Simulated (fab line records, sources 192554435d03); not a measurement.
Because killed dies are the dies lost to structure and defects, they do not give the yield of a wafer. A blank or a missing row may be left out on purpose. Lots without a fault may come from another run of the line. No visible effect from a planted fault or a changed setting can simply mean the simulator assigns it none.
Chamber matching | flow n5_finfet | rie_diel-04 running N5_SDB_ETCH_18: 4 sister chambers
The step etches SOC in N2/H2, target depth 100 nm, overetch 20 nm, time 150 s. 18 wafers are shown with their chamber, then 9 later ones without.

## WAFERS, EACH WITH ITS CHAMBER
wafer  | chamber | drypump_motor_current_A (A) | throttle_valve_pct (%) | oes_product_au (a.u.)
L077.1 | 3       | 4.9                         | 18.0                   | 0.71
L077.4 | 3       | 4.9                         | 17.9                   | 0.71
L077.5 | 0       | 6.1                         | 17.6                   | 0.66
L082.1 | 0       | 6.0                         | 17.6                   | 0.65
L082.4 | 3       | 4.9                         | 18.0                   | 0.70
L082.5 | 3       | 4.9                         | 18.0                   | 0.70
L083.1 | 3       | 4.9                         | 17.9                   | 0.70
L083.4 | 1       | 5.4                         | 17.7                   | 0.84
L083.5 | 3       | 4.9                         | 17.9                   | 0.70
L085.3 | 2       | 5.5                         | 17.3                   | 0.76
L085.4 | 0       | 6.1                         | 17.6                   | 0.64
L085.5 | 0       | 6.1                         | 17.6                   | 0.64
L086.3 | 0       | 6.1                         | 17.6                   | 0.64
L086.4 | 2       | 5.5                         | 17.3                   | 0.74
L086.6 | 2       | 5.5                         | 17.3                   | 0.74
L090.2 | 1       | 5.4                         | 17.8                   | 0.81
L090.3 | 2       | 5.5                         | 17.3                   | 0.74
L090.6 | 3       | 5.0                         | 18.0                   | 0.69

SIGNATURES (means of the wafers above)
reading                 | chamber 0 | chamber 1 | chamber 2 | chamber 3 | scatter within a chamber
drypump_motor_current_A | 6.080     | 5.400     | 5.500     | 4.914     | 0.0344
throttle_valve_pct      | 17.600    | 17.750    | 17.300    | 17.957    | 0.0398
oes_product_au          | 0.6460    | 0.8250    | 0.7450    | 0.7014    | 0.00984
Rule: distance of a wafer from a chamber = root of the sum over the readings of ((wafer's reading minus chamber's mean) / reading's scatter) squared. The wafer belongs to the nearest chamber; if the next one is less than 2 further off, it can't be placed. How the scatter is found: for the shown wafers, subtract from each reading the mean of its chamber, square and add these, divide the total by (wafers less chambers), then take the root.

## WAFERS WITHOUT THEIR CHAMBER
wafer  | drypump_motor_current_A (A) | throttle_valve_pct (%) | oes_product_au (a.u.)
L093.2 | 5.4                         | 17.8                   | 0.81
L093.3 | 4.9                         | 18.0                   | 0.69
L093.5 | 5.0                         | 18.0                   | 0.69
L095.1 | 5.5                         | 17.3                   | 0.73
L095.3 | 6.1                         | 17.7                   | 0.64
L095.6 | 5.4                         | 17.8                   | 0.80
L096.2 | 4.9                         | 18.0                   | 0.68
L096.3 | 6.1                         | 17.7                   | 0.63
L096.5 | 5.5                         | 17.3                   | 0.72

## WHICH CHAMBER EACH WENT THROUGH
wafer  | from the rows above | in truth
L093.2 | 1                   | 1
L093.3 | 3                   | 3
L093.5 | 3                   | 3
L095.1 | 2                   | 2
L095.3 | 0                   | 0
L095.6 | 1                   | 1
L096.2 | 3                   | 3
L096.3 | 0                   | 0
L096.5 | 2                   | 2
9 of 9 placed correctly. Left unplaced by these rows: 0. Number placed wrongly: 0.
